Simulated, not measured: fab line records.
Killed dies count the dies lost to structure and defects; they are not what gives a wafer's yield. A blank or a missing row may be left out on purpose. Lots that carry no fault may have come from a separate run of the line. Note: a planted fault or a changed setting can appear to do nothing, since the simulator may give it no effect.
Matching of chambers + flow n5-finfet + N5_BEOL_M9_ETCH_61 on rie-diel-04 has 3 sister chambers
The step etches SiARC in CF4, target depth 39 nm, time 65 s. 3 wafers are shown with their chamber, then 7 later ones without.

WAFERS, EACH WITH ITS CHAMBER
| wafer  | chamber | showerhead-plenum-p-Torr (Torr) |
|--------|---------|---------------------------------|
| L082.2 | 1       | 2.26                            |
| L082.3 | 3       | 2.27                            |
| L082.5 | 0       | 2.13                            |

WAFERS MISSING THEIR CHAMBER
| wafer  | showerhead-plenum-p-Torr (Torr) |
|--------|---------------------------------|
| L091.3 | 2.26                            |
| L091.6 | 2.13                            |
| L089.1 | 2.25                            |
| L089.2 | 2.13                            |
| L089.6 | 2.26                            |
| L095.1 | 2.12                            |
| L095.3 | 2.25                            |

CHAMBER TAKEN BY EACH
| wafer  | from the rows above     | in truth |
|--------|-------------------------|----------|
| L091.3 | can't be placed: 1 or 3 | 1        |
| L091.6 | 0                       | 0        |
| L089.1 | can't be placed: 1 or 3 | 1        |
| L089.2 | 0                       | 0        |
| L089.6 | can't be placed: 1 or 3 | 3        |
| L095.1 | 0                       | 0        |
| L095.3 | can't be placed: 1 or 3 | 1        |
Correct placement for 3 of the 7. Can't be placed from these rows: 4 (the true chamber is among the candidates in 4). Wrongly placed: 0.
How it was worked out, from the rows above alone: a wafer's distance from a chamber is the root of the sum, over the readings, of the square of ((its reading less the chamber's mean) divided by the reading's scatter). The wafer belongs to the nearest chamber; if the next one is less than 2 further off, it can't be placed. For every chamber, the mean is computed from those of its wafers that are shown. The scatter (one wafer shown for each chamber): square how far every hidden wafer sits from the nearest shown wafer, average those squares and take the square root.
